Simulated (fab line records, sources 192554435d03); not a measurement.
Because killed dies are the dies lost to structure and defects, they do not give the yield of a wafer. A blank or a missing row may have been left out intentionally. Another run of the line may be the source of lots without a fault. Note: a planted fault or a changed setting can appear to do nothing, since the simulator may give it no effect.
fab line records	flow n5-finfet
[record] lots = 6	wafers = 18	last-day = 17
route steps=1938 shown BEOL_M0_SAQP@689 BEOL_M0_CUTY@701 BEOL_M4@1111 PASSIVATION@1936
lots that met no fault: taken from a fault-free run of the same line
start-h: the number of hours between the record's first day and the start of the first shown wafer of the lot	wait-h: hours elapsed since this lot's preceding step	" the same as in the row above	L1.1+2: a single row standing in for several wafers	- either no value or no given start	* or withheld: withheld	< > ~ a bound
route shown NAME@n: NAME is a module with steps in the file, n the number in the route of the first one	usual: mean/standard deviation of fault-free wafers	same: alike in all rows	chamber/n: place in a boat	sites: readings site by site	_std_site: the standard deviation of these	_edge_site: outer sites' mean less inner sites'	radius-mm: for every site, how far away it sits from the centre of the wafer	mask NAME#n: copy n	behind: the tool/chamber that last shaped the wafer	hold: why the lot was held/for how many hours/how that ended	device: names the non-switching transistor (n, p or np)	end of line: the route-end tests of the same wafers	a step given without rows: its recipe and nothing more	killed: dies lost to structure and defects at the first sort, not the wafer's yield	map: dies across one wafer; x = killed, . = not, _ = none there
set.NAME: the setting the step ran with; set.NAME@STEP: the setting that earlier step ran with	model.NAME: the simulator's own value behind a step, which no gauge read
lots seen at some steps along the route; tables by step, rows by wafer
services: when a tool's chamber went out of use (start-h, in hours from the record's first day, below 0 if earlier), for how many hours, and the reason
[[steps]]
[step N5_BEOL_M0_SAQP_CD_MEAS_40]
[recipe] target-cd-nm = 30	landing-energy-ev = 500	detector = se-inlens
[usual] cd-nm = 30.14/0.26
lot.wafer	tool	chamber	start-h	wait-h	cd-nm
L562.2	cd-sem-02	0	165.60	-	30.45
L562.3	"	0	"	"	30.15
L562.4	"	0	"	"	30.21
L563.3	cd-sem-02	0	173.38	-	30.31
L563.5	"	0	"	"	30.15
L563.6	"	0	"	"	29.91
L567.1	cd-sem-02	0	203.90	-	30.10
L567.2	"	0	"	"	30.09
L567.6	"	0	"	"	30.42
L568.3	cd-sem-02	0	208.05	-	30.40
L568.4	"	0	"	"	30.01
L568.5	"	0	"	"	30.19
L569.2	cd-sem-01	0	213.49	-	30.06
L569.3	"	0	"	"	30.20
L569.6	"	0	"	"	29.84
L574.2	cd-sem-01	0	241.90	-	30.19
L574.3	"	0	"	"	30.44
L574.5	"	0	"	"	29.57
[step N5_BEOL_M0_SAQP_OVL_MEAS_41]
[recipe] points-per-wafer = 522
[usual] M0_CUT1_OVL = 0.1/0.68
lot.wafer	tool	chamber	start-h	wait-h	M0_CUT1_OVL[nm]
L562.2	overlay-01	0	165.63	0.0	0.4
L562.3	"	0	"	"	0.8
L562.4	"	0	"	"	0.8
L563.3	overlay-02	0	173.42	0.0	-0.1
L563.5	"	0	"	"	0.2
L563.6	"	0	"	"	-1.5
L567.1	overlay-02	0	203.93	0.0	0.7
L567.2	"	0	"	"	1.1
L567.6	"	0	"	"	0.8
L568.3	overlay-01	0	208.09	0.0	-0.2
L568.4	"	0	"	"	0.4
L568.5	"	0	"	"	0.5
L569.2	overlay-01	0	213.53	0.0	-1.4
L569.3	"	0	"	"	-0.8
L569.6	"	0	"	"	-0.7
L574.2	overlay-01	0	241.93	0.0	0.2
L574.3	"	0	"	"	-0.4
L574.5	"	0	"	"	-0.4
[step N5_BEOL_M0_SAQP_INSPECT_42]
[recipe] mode = adi	inspect-instrument = brightfield
[usual] raw-defect-count = 355/100
lot.wafer	tool	chamber	start-h	wait-h	raw-defect-count
L562.2	defect-inspect-02	-	165.69	0.0	283
L562.3	"	-	"	"	265
L562.4	"	-	"	"	281
L563.3	defect-inspect-01	-	173.47	0.1	374
L563.5	"	-	"	"	368
L563.6	"	-	"	"	297
L567.1	defect-inspect-01	-	203.99	0.1	345
L567.2	"	-	"	"	307
L567.6	"	-	"	"	155
L568.3	defect-inspect-01	-	208.13	0.0	508
L568.4	"	-	"	"	327
L568.5	"	-	"	"	274
L569.2	defect-inspect-01	-	213.58	0.0	317
L569.3	"	-	"	"	322
L569.6	"	-	"	"	497
L574.2	defect-inspect-02	-	241.99	0.0	260
L574.3	"	-	"	"	242
L574.5	"	-	"	"	276
[step N5_BEOL_M0_SAQP_DESCUM_45]
[recipe] chemistry = O2	time-s = 7	source-power-w = 50	bias-power-w = 20	pressure-mtorr = 20	rf-frequency-hz = 2.712e+07	temp-c = 40	resist = CAR-EUV	o2-flow-sccm = 225
[usual] drypump-motor-current-A = 5.9/0.5	oes-product-au = 0.77/0.076	rf-vpp-V = 243.8/1.1	showerhead-plenum-p-Torr = 2.14/0.058	throttle-valve-pct = 20.39/0.19
lot.wafer	tool	chamber	start-h	wait-h	drypump-motor-current-A	oes-product-au	rf-hours-counter-h	rf-vpp-V	showerhead-plenum-p-Torr	throttle-valve-pct
L562.2	rie-diel-02	1	165.72	0.0	5.7	0.76	151	242.2	2.11	20.25
L562.3	"	2	"	"	6.5	0.72	201	243.6	2.06	20.55
L562.4	"	2	"	"	6.5	0.73	-	242.9	2.06	20.54
L563.3	rie-diel-03	1	173.51	0.0	6.1	0.75	168	245.0	2.16	20.39
L563.5	"	1	"	"	6.0	0.75	-	244.3	2.16	20.39
L563.6	"	0	"	"	6.7	0.76	-	243.9	2.11	20.52
L567.1	rie-diel-01	3	204.09	0.1	6.3	0.74	194	242.6	2.09	20.49
L567.2	"	2	"	"	5.7	0.71	203	245.7	2.16	20.11
L567.6	"	2	"	"	5.7	0.71	-	243.9	2.16	20.11
L568.3	rie-diel-02	0	208.20	0.1	5.1	0.69	235	243.5	2.16	20.59
L568.4	"	2	"	"	6.5	0.70	214	241.9	2.06	20.57
L568.5	"	0	"	"	5.0	0.69	-	245.0	2.16	20.59
L569.2	rie-diel-02	2	213.61	0.0	6.4	0.71	215	242.9	2.06	20.57
L569.3	"	3	"	"	5.6	0.93	12	245.1	2.24	20.14
L569.6	"	0	"	"	5.1	0.69	-	243.5	2.16	20.59
L574.2	rie-diel-01	1	242.02	0.0	5.9	0.85	66	244.7	2.23	20.43
L574.3	"	3	"	"	6.3	0.72	207	243.2	2.09	20.50
L574.5	"	1	"	"	5.9	0.85	-	245.9	2.23	20.42
[step N5_BEOL_M0_SAQP_ETCH_88]
[recipe] chemistry = N2/H2	target = underlayer	target-depth-a = 65	time-s = 5.2	ion-energy-ev = 200	mask-material = CAR-EUV	pressure-mtorr = 30	source-w = 840	bias-w = 150	n2-flow-sccm = 200	h2-flow-sccm = 200	ends = cleared
[usual] drypump-motor-current-A = 5.9/0.5	etch-rf-on-time-s = 5.21/0.12	oes-product-au = 0.66/0.066	rf-vpp-V = 525.4/2.2	showerhead-plenum-p-Torr = 2.59/0.064	throttle-valve-pct = 17.81/0.2
lot.wafer	tool	chamber	start-h	wait-h	drypump-motor-current-A	etch-rf-on-time-s	oes-product-au	rf-hours-counter-h	rf-vpp-V	showerhead-plenum-p-Torr	throttle-valve-pct
L562.2	rie-diel-02	1	165.76	0.0	5.7	5.14	0.65	151	525.4	2.54	17.58
L562.3	"	2	"	"	6.5	5.33	0.61	201	522.9	2.55	18.19
L562.4	"	2	"	"	6.5	5.42	0.61	-	521.9	2.55	18.20
L563.3	rie-diel-03	1	173.54	0.0	6.1	5.28	0.62	168	527.8	2.65	17.92
L563.5	"	1	"	"	6.1	5.34	0.62	-	529.1	2.65	17.88
L563.6	"	0	"	"	6.7	5.39	0.65	-	524.4	2.56	18.01
L567.1	rie-diel-01	3	204.13	0.0	6.3	5.22	0.62	194	524.5	2.52	17.84
L567.2	"	2	"	"	5.7	5.36	0.60	203	526.6	2.64	17.65
L567.6	"	2	"	"	5.7	5.33	0.61	-	528.0	2.64	17.62
L568.3	rie-diel-02	0	208.23	0.0	5.0	5.06	0.60	235	527.6	2.59	17.90
L568.4	"	2	"	"	6.5	5.29	0.60	214	522.7	2.54	18.22
L568.5	"	0	"	"	5.1	5.09	0.60	-	526.7	2.60	17.92
L569.2	rie-diel-02	2	213.65	0.0	6.4	5.30	0.60	215	522.5	2.54	18.23
L569.3	"	3	"	"	5.6	5.19	0.80	12	527.8	2.72	17.52
L569.6	"	0	"	"	5.1	5.21	0.58	-	526.4	2.59	17.90
L574.2	rie-diel-01	1	242.05	0.0	5.9	5.19	0.72	66	528.0	2.67	17.62
L574.3	"	3	"	"	6.3	5.25	0.61	207	522.6	2.51	17.86
L574.5	"	1	"	"	5.9	5.18	0.72	-	527.6	2.67	17.61
[step N5_BEOL_M0_SAQP_ETCH_73]
[recipe] chemistry = CF4	target = SiARC	target-depth-a = 195	mask-material = CAR-EUV	time-s = 32.5	ion-energy-ev = 80	pressure-mtorr = 40	source-w = 545	bias-w = 36	Ar_flow_sccm = 100	cf4-flow-sccm = 100	ends = cleared
[usual] drypump-motor-current-A = 5.9/0.5	etch-rf-on-time-s = 32.6/0.68	oes-product-au = 0.66/0.067	rf-vpp-V = 184.6/1.1	showerhead-plenum-p-Torr = 2.18/0.053	throttle-valve-pct = 15.58/0.17
lot.wafer	tool	chamber	start-h	wait-h	drypump-motor-current-A	etch-rf-on-time-s	oes-product-au	rf-hours-counter-h	rf-vpp-V	showerhead-plenum-p-Torr	throttle-valve-pct
L562.2	rie-diel-02	1	165.77	0.0	5.8	32.3	0.65	151	184.8	2.13	15.34
L562.3	"	2	"	"	6.4	33.3	0.61	201	184.0	2.11	15.73
L562.4	"	2	"	"	6.5	33.4	0.61	-	184.0	2.11	15.71
L563.3	rie-diel-03	1	173.56	0.0	6.1	32.8	0.62	168	184.3	2.24	15.80
L563.5	"	1	"	"	6.1	32.6	0.62	-	185.3	2.24	15.79
L563.6	"	0	"	"	6.8	33.2	0.65	-	184.6	2.17	15.64
L567.1	rie-diel-01	3	204.14	0.0	6.3	32.6	0.62	194	183.0	2.14	15.71
L567.2	"	2	"	"	5.7	33.5	0.60	203	185.2	2.20	15.34
L567.6	"	2	"	"	5.7	33.5	0.60	-	185.1	2.20	15.33
L568.3	rie-diel-02	0	208.25	0.0	5.1	32.2	0.60	235	183.7	2.20	15.69
L568.4	"	2	"	"	6.5	33.0	0.60	214	184.6	2.11	15.76
L568.5	"	0	"	"	5.1	32.1	0.59	-	186.4	2.19	15.73
L569.2	rie-diel-02	2	213.66	0.0	6.5	33.3	0.61	215	183.9	2.11	15.75
L569.3	"	3	"	"	5.6	32.0	0.81	12	185.5	2.28	15.25
L569.6	"	0	"	"	5.0	32.5	0.58	-	186.4	2.19	15.71
L574.2	rie-diel-01	1	242.07	0.0	5.9	32.4	0.72	66	186.5	2.26	15.51
L574.3	"	3	"	"	6.3	32.8	0.61	207	184.0	2.13	15.73
L574.5	"	1	"	"	5.9	32.2	0.71	-	185.2	2.27	15.50
[step N5_BEOL_M0_SAQP_CUT_ETCH_46]
[recipe] chemistry = N2/H2	target = SOC	target-depth-a = 1350	overetch-a = 270	temp-c = 40	time-s = 202.5	ion-energy-ev = 200	mask-material = SiARC	pressure-mtorr = 30	source-w = 840	bias-w = 150	n2-flow-sccm = 200	h2-flow-sccm = 200
[usual] drypump-motor-current-A = 5.9/0.5	rf-vpp-V = 525.3/1.9	showerhead-plenum-p-Torr = 2.59/0.064	throttle-valve-pct = 17.77/0.2
lot.wafer	tool	chamber	start-h	wait-h	drypump-motor-current-A	rf-hours-counter-h	rf-vpp-V	showerhead-plenum-p-Torr	throttle-valve-pct
L562.2	rie-diel-02	1	165.80	0.0	5.8	151	523.3	2.54	17.54
L562.3	"	2	"	"	6.5	201	523.4	2.55	18.18
L562.4	"	2	"	"	6.5	-	524.1	2.55	18.13
L563.3	rie-diel-03	1	173.59	0.0	6.0	168	525.8	2.65	17.85
L563.5	"	1	"	"	6.1	-	526.8	2.65	17.86
L563.6	"	0	"	"	6.7	-	524.2	2.56	17.99
L567.1	rie-diel-01	3	204.18	0.0	6.3	194	523.7	2.52	17.82
L567.2	"	2	"	"	5.7	203	524.5	2.64	17.59
L567.6	"	2	"	"	5.7	-	526.2	2.64	17.59
L568.3	rie-diel-02	0	208.28	0.0	5.1	235	525.8	2.60	17.86
L568.4	"	2	"	"	6.5	214	521.8	2.54	18.17
L568.5	"	0	"	"	5.1	-	525.5	2.59	17.86
L569.2	rie-diel-02	2	213.70	0.0	6.5	216	524.3	2.54	18.19
L569.3	"	3	"	"	5.6	12	529.1	2.72	17.48
L569.6	"	0	"	"	5.1	-	527.4	2.59	17.86
L574.2	rie-diel-01	1	242.10	0.0	5.9	66	528.4	2.67	17.58
L574.3	"	3	"	"	6.3	207	522.4	2.51	17.81
L574.5	"	1	"	"	5.9	-	529.3	2.67	17.55
[step N5_BEOL_M0_SAQP_STRIP_74]
[recipe] chemistry = N2/H2	temp-c = 40	n2-flow-sccm = 200	h2-flow-sccm = 200	rf-frequency-hz = 6e+07
[step N5_BEOL_M0_SAQP_STRIP_89]
[recipe] chemistry = N2/H2	temp-c = 40	n2-flow-sccm = 200	h2-flow-sccm = 200	rf-frequency-hz = 6e+07
[step N5_BEOL_M0_SAQP_ALD_48]
[recipe] material = SiO2	target-thk-a = 200	temp-c = 100	ald-precursor-family = BDEAS	ald-co-reactant = O2-plasma	pulse-time-s = 1	co-reactant-pulse-time-s = 1	purge-time-s = 2	co-reactant-purge-time-s = 2	ald-cycles = 139	pressure-torr = 2
[step N5_BEOL_M0_SAQP_ETCH_49]
[recipe] chemistry = CF4/O2	target-depth-a = 370	target = SiO2	pressure-mtorr = 40	source-w = 535	bias-w = 49	Ar_flow_sccm = 100	cf4-flow-sccm = 100	O2_flow_sccm = 10	ion-energy-ev = 100
[step N5_BEOL_M0_SAQP_STRIP_75]
[recipe] chemistry = CF4	resist = SiARC	power-w = 300	bias-power-w = 75	pressure-mtorr = 50	cf4-flow-sccm = 150	rf-frequency-hz = 6e+07
[usual] drypump-motor-current-A = 5.8/0.46	oes-product-au = 0.182/0.021	rf-vpp-V = 271.9/1.3	showerhead-plenum-p-Torr = 1.83/0.048	throttle-valve-pct = 13.51/0.2
lot.wafer	tool	chamber	start-h	wait-h	drypump-motor-current-A	oes-product-au	rf-hours-counter-h	rf-vpp-V	showerhead-plenum-p-Torr	throttle-valve-pct
L562.2	rie-diel-01	2	166.72	0.1	5.7	0.165	191	271.9	1.84	13.32
L562.3	"	3	"	"	6.3	0.172	182	269.9	1.81	13.71
L562.4	"	1	"	"	5.9	0.200	43	273.2	1.91	13.43
L563.3	rie-diel-01	3	174.45	0.1	6.3	0.161	185	272.1	1.81	13.73
L563.5	"	2	"	"	5.7	0.166	-	273.2	1.84	13.32
L563.6	"	1	"	"	5.9	0.198	-	272.9	1.91	13.44
L567.1	rie-diel-02	1	205.38	0.1	5.8	0.175	162	270.6	1.78	13.33
L567.2	"	2	"	"	6.5	0.165	212	271.0	1.76	13.71
L567.6	"	1	"	"	5.7	0.175	-	272.3	1.78	13.33
L568.3	rie-diel-02	2	209.17	0.1	6.5	0.167	214	270.8	1.76	13.72
L568.4	"	1	"	"	5.8	0.176	164	270.2	1.78	13.36
L568.5	"	1	"	"	5.7	0.163	-	270.4	1.78	13.34
L569.2	rie-diel-02	1	214.52	0.1	5.8	0.174	166	270.9	1.78	13.35
L569.3	"	3	"	"	5.6	0.216	13	274.7	1.90	13.17
L569.6	"	1	"	"	5.8	0.177	-	271.4	1.78	13.34
L574.2	rie-diel-02	3	244.35	0.1	5.6	0.212	21	272.4	1.90	13.18
L574.3	"	1	"	"	5.7	0.165	175	269.7	1.78	13.37
L574.5	"	3	"	"	5.6	0.209	-	273.3	1.90	13.20
[step N5_BEOL_M0_CUTY_COAT_50]
[recipe] resist = SiARC	temp-c = 220	time-s = 60	spin-rpm = 1500	resist-thk-nm = 15
[usual] dispense-pressure-kPa = 52.8/1.7	spin-speed-rpm = 1500.1/0.93
lot.wafer	tool	chamber	start-h	wait-h	dispense-pressure-kPa	spin-speed-rpm	model.SiARC_of_BEOL_M0_CUTY_COAT_50.thk-nm
L562.2	litho-track-05	0	166.77	0.0	50.9	1499.9	15
L562.3	"	0	"	"	50.9	1501.4	15
L562.4	"	0	"	"	50.9	1500.0	15
L563.3	litho-track-05	0	174.50	0.0	50.9	1499.2	15
L563.5	"	0	"	"	50.9	1498.0	15
L563.6	"	0	"	"	50.9	1498.9	15
L567.1	litho-track-04	0	205.42	0.0	53.7	1500.5	14.8
L567.2	"	0	"	"	53.7	1498.6	15
L567.6	"	0	"	"	53.7	1499.7	15
L568.3	litho-track-05	0	209.21	0.0	50.8	1647.1	14.4
L568.4	"	0	"	"	50.8	1646.4	14.2
L568.5	"	0	"	"	50.9	1648.4	14.4
L569.2	litho-track-05	0	214.57	0.0	50.8	1648.0	14.2
L569.3	"	0	"	"	50.8	1649.3	14.2
L569.6	"	0	"	"	50.8	1648.6	14.2
L574.2	litho-track-02	0	244.40	0.0	55.2	1500.1	15
L574.3	"	0	"	"	55.1	1500.6	15
L574.5	"	0	"	"	55.2	1500.4	15
[step N5_BEOL_M0_CUTY_COAT_51]
[recipe] resist = CAR-ArF-block	spin-rpm = 1500	resist-thk-nm = 150
[step N5_BEOL_M4_RC_MEAS_101]
[usual] DIBL_N = 36.2/1.7	DIBL_P = 36.6/1.9	IOFF_N = 0.16/0.032	IOFF_P = 0.21/0.037	ION_N = 675/12	ION_P = 460/8.1	SS_N = 71.4/0.58	SS_P = 73.4/0.64	VT_N = 249/3.2	VT_P = -252/3.4
lot.wafer	tool	chamber	start-h	wait-h	DIBL_N[mV/V]	DIBL_P[mV/V]	IOFF_N[nA/um]	IOFF_P[nA/um]	ION_N[uA/um]	ION_P[uA/um]	SS_N[mV/dec]	SS_P[mV/dec]	VT_N[mV]	VT_P[mV]
L562.2	prober-02	0	208.33	0.2	35.0	35.6	0.14	0.17	666	452	71.7	73.0	249	-254
L562.3	"	0	"	"	37.1	38.9	0.19	0.22	687	465	72.0	72.8	246	-250
L562.4	"	0	"	"	33.7	34.1	0.12	0.15	657	448	71.3	72.8	253	-255
L563.3	prober-02	0	227.00	0.3	35.6	36.1	0.13	0.18	649	446	71.5	73.2	255	-255
L563.5	"	0	"	"	36.9	38.4	0.16	0.21	674	462	71.3	73.7	251	-251
L563.6	"	0	"	"	33.4	33.4	0.11	0.15	658	455	70.2	72.3	255	-253
L567.1	prober-02	0	246.70	0.0	38.2	39.3	0.19	0.21	664	452	72.2	73.6	249	-253
L567.2	"	0	"	"	36.4	37.2	0.16	0.19	677	460	71.9	73.4	248	-252
L567.6	"	0	"	"	36.0	37.1	0.15	0.19	656	445	71.9	73.1	251	-253
L568.3	prober-01	0	249.40	0.3	33.4	34.6	0.14	0.15	661	441	70.5	73.4	251	-258
L568.4	"	0	"	"	37.5	39.1	0.20	0.20	670	447	71.5	73.7	249	-258
L568.5	"	0	"	"	31.0	31.5	0.11	0.12	657	442	70.5	72.3	253	-261
L569.2	prober-01	0	265.67	0.2	35.0	33.8	0.13	0.16	653	445	70.6	72.8	253	-257
L569.3	"	0	"	"	33.0	32.7	0.12	0.15	658	450	71.1	73.0	255	-255
L569.6	"	0	"	"	35.0	34.3	0.14	0.17	654	444	70.7	72.9	254	-255
L574.2	prober-02	0	290.45	0.2	38.6	38.3	0.21	0.28	682	470	72.1	73.4	246	-246
L574.3	"	0	"	"	38.1	36.6	0.21	0.25	698	473	71.9	73.4	241	-246
L574.5	"	0	"	"	37.7	36.8	0.20	0.25	684	468	71.8	73.3	245	-246
[step N5_PASSIVATION_PROBE_49]
[usual] defect-limited-yield = 91.3/1.5	killed_at_M0_to_M3 = 35/10	killed_at_M4_up = 12/4.6	killed-at-contacts = 13/6.6	killed-at-front-end = 39/11	killed-at-other = 4/3.4	killed-dies = 103/17	killed-open = 67/13	killed-short = 35/8.2	sort_bin_5_function = 5.1/0.94	sort_bin_6_memory = 3.2/0.7	sort_bin_8_speed = 0.00/0.03	sort-n-pass = 1077/17	sort-yield-pct = 91.3/1.5
[same] gross-dies = 1180	killed-at-back-side = 0	sort_bin_4_leakage[%] = 0
lot.wafer	tool	chamber	start-h	wait-h	defect-limited-yield[%]	killed_at_M0_to_M3	killed_at_M4_up	killed-at-contacts	killed-at-front-end	killed-at-other	killed-dies	killed-open	killed-short	sort_bin_5_function[%]	sort_bin_6_memory[%]	sort_bin_8_speed[%]	sort-n-pass	sort-yield-pct[%]
L562.2	prober-02	-	306.87	0.1	88.7	31	28	12	59	3	133	86	44	7.0	4.1	0	1047	88.7
L562.3	prober-02	-	306.92	0.1	90.7	34	17	13	44	2	110	78	30	6.2	2.9	0	1070	90.7
L562.4	prober-02	-	306.97	0.2	90.9	30	17	24	34	2	107	78	28	5.4	3.3	0	1073	90.9
// killed by level:class
L562.2 FIN_SAQP:geometric-particle:open=26 FIN_SAQP:geometric-particle:short=12 BEOL_M4:geometric-particle:open=11 MOL_CONTACT_COAG:geometric-particle:open=8 BEOL_M3:geometric-particle:open=8 BEOL_M1:geometric-particle:open=7 BEOL_M0_SAQP:geometric-particle:short=7 STI_FIN_REVEAL:geometric-particle:open=5
L562.3 FIN_SAQP:geometric-particle:open=19 MOL_CONTACT_COAG:geometric-particle:open=13 BEOL_M4:geometric-particle:open=11 BEOL_M1:geometric-particle:open=9 FIN_SAQP:geometric-particle:short=5 BEOL_M0:geometric-particle:short=5 BEOL_M3:geometric-particle:open=5 BEOL_M0:geometric-particle:open=5
L562.4 MOL_CONTACT_COAG:geometric-particle:open=19 BEOL_M4:geometric-particle:open=14 FIN_SAQP:geometric-particle:open=10 BEOL_M0_SAQP:geometric-particle:open=9 BEOL_M3:geometric-particle:open=9 FIN_SAQP:geometric-particle:short=8 MOL_CONTACT_COAG:geometric-particle:short=5 STARTING-WAFER:geometric-particle:open=5
[[services]]
tool	chamber	start-h	hours	kind
rie-diel-02	3	147.89	-	clean
rie-diel-02	3	147.89	-	consumable-replace:esc
rie-diel-02	3	147.89	-	consumable-replace:focus-ring
rie-diel-02	3	147.89	-	consumable-replace:showerhead
rie-diel-02	3	147.89	19.6	scheduled-down
rie-diel-02	3	147.89	19.6	vent-cycle
rie-diel-03	-	172.67	0.3	repair
rie-diel-03	1	193.13	8.5	repair
litho-track-05	-	214.93	-	consumable-replace:filter
litho-track-02	-	217.19	-	consumable-replace:filter
rie-diel-03	-	236.51	0.3	repair
rie-diel-02	2	244.08	21.0	repair
[[key]]
[first-sign] step = N5_BEOL_M0_CUTY_COAT_50	reading = spin-speed-rpm	direction = up	sigmas = 99+	usual = *	struck = *
effect none on later readings
[model-effect] step = N5_BEOL_M0_CUTY_COAT_50	value = SiARC_of_BEOL_M0_CUTY_COAT_50.thk-nm	without = 15	struck = 14.27
met-at N5_BEOL_M0_CUTY_COAT_50
struck-wafers L568.3,L568.4,L568.5,L569.2,L569.3,L569.6
onset-between 174.50 209.21
[fault] kind = process-parameter-drift	tool = litho-track-05	chamber = -	onset-h = 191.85	steps = N5_BEOL_M0_CUTY_COAT_50	channel = spin-rpm	offset = *	shape = step	end-h = 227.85	acts-in = *	stated = *
